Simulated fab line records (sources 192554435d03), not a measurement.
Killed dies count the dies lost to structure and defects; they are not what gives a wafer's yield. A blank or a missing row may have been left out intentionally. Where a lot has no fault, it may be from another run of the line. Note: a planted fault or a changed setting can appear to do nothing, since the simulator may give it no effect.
Split-lot trial | flow n5_finfet | 21 wafers read across 7 lots, on a route 1938 steps long

## THE SPLIT
At N5_BEOL_M11_EXPOSE_25 (exposes mask V10), the setting dose_mj was moved away from the recipe's 85.5 on 6 of the 21 wafers read, by -5.5% to +3.5%. All remaining wafers had this setting at the recipe value.

## FROM THE SPLIT TO THE READING: what the file shows between them, 2 steps
- N5_BEOL_M11_PEB_26: peb time 60 s
- N5_BEOL_M11_DEVELOP_27: develop time 30 s

## THE READING
cd_nm (nm) at N5_BEOL_M11_CD_MEAS_28, where the cd target is 70 nm. On this fab line, fault-free wafers typically give 70.4 nm with a standard deviation of 1.1 nm.

wafer  | tool, chamber at the split | dose_mj as run | against the recipe | cd_nm, nm | against lot-mates on the recipe
L078.3 | arfi_scanner-02, 0         | 85.5           | recipe             | 68.9      | -
L078.4 | arfi_scanner-02, 0         | 85.5           | recipe             | 71.4      | -
L078.5 | arfi_scanner-02, 0         | 85.5           | recipe             | 69.9      | -
L081.2 | arfi_scanner-03, 0         | 81.42          | -4.8%              | 66.1      | -4.1
L081.3 | arfi_scanner-03, 0         | 85.5           | recipe             | 70.9      | -
L081.4 | arfi_scanner-03, 0         | 85.5           | recipe             | 69.5      | -
L083.2 | arfi_scanner-03, 0         | 85.5           | recipe             | 70.7      | -
L083.3 | arfi_scanner-03, 0         | 85.5           | recipe             | 71.4      | -
L083.5 | arfi_scanner-03, 0         | 85.5           | recipe             | 71.6      | -
L087.3 | arfi_scanner-02, 0         | 88.48          | +3.5%              | 71.1      | +2.4
L087.4 | arfi_scanner-02, 0         | 88.48          | +3.5%              | 71.9      | +3.2
L087.5 | arfi_scanner-02, 0         | 85.5           | recipe             | 68.7      | -
L092.1 | arfi_scanner-03, 0         | 85.5           | recipe             | 69.9      | -
L092.3 | arfi_scanner-03, 0         | 83.56          | -2.3%              | 65.6      | -4.6
L092.4 | arfi_scanner-03, 0         | 85.5           | recipe             | 70.4      | -
L096.2 | arfi_scanner-02, 0         | 85.5           | recipe             | 69.0      | -
L096.5 | arfi_scanner-02, 0         | 85.5           | recipe             | 69.5      | -
L096.6 | arfi_scanner-02, 0         | 85.5           | recipe             | 70.8      | -
L097.1 | arfi_scanner-02, 0         | 80.79          | -5.5%              | 66.0      | -4.4
L097.2 | arfi_scanner-02, 0         | 85.5           | recipe             | 70.4      | -
L097.6 | arfi_scanner-02, 0         | 80.79          | -5.5%              | 66.2      | -4.2

FIT RESULTS
A straight line over all 21 wafers: cd_nm changes by +0.716 nm for each +1% of dose_mj; r = +0.84; the points scatter about the line by 1.1 nm.
The same after taking each lot's own level away (the mean of its wafers on the recipe; 21 wafers): +0.847 nm for each +1%; r = +0.92; scatter 0.85 nm.
On that fit, the largest move of dose_mj shifts the reading by 4.7 nm.
The lots' own levels span 68.70 to 71.23 nm, that is 2.3 times the standard deviation above.
Hence the slope depends on the lot-to-lot level, as the two fits are not the same.
Check: -4.92 nm against its lot-mates is what the line predicts for one of the wafers moved furthest among these (-5.5%) when that wafer is left out of the fit. It came out at -4.4 nm against them.

## THESE WAFERS: OTHER SPLITS
Other splits were also applied to these wafers ahead of the reading. Each is held against what the fit with the lots' levels taken away leaves over:
other split on the same wafers    | wafers away from the commonest value | r with cd_nm (lot level and that fit taken away)
N5_BEOL_M10_TRENCH_ETCH_37 bias_w | 9                                    | -0.01

## FILE'S OWN FIT
cd_nm changes by +0.894 nm for each +1% of dose_mj, r = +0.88.
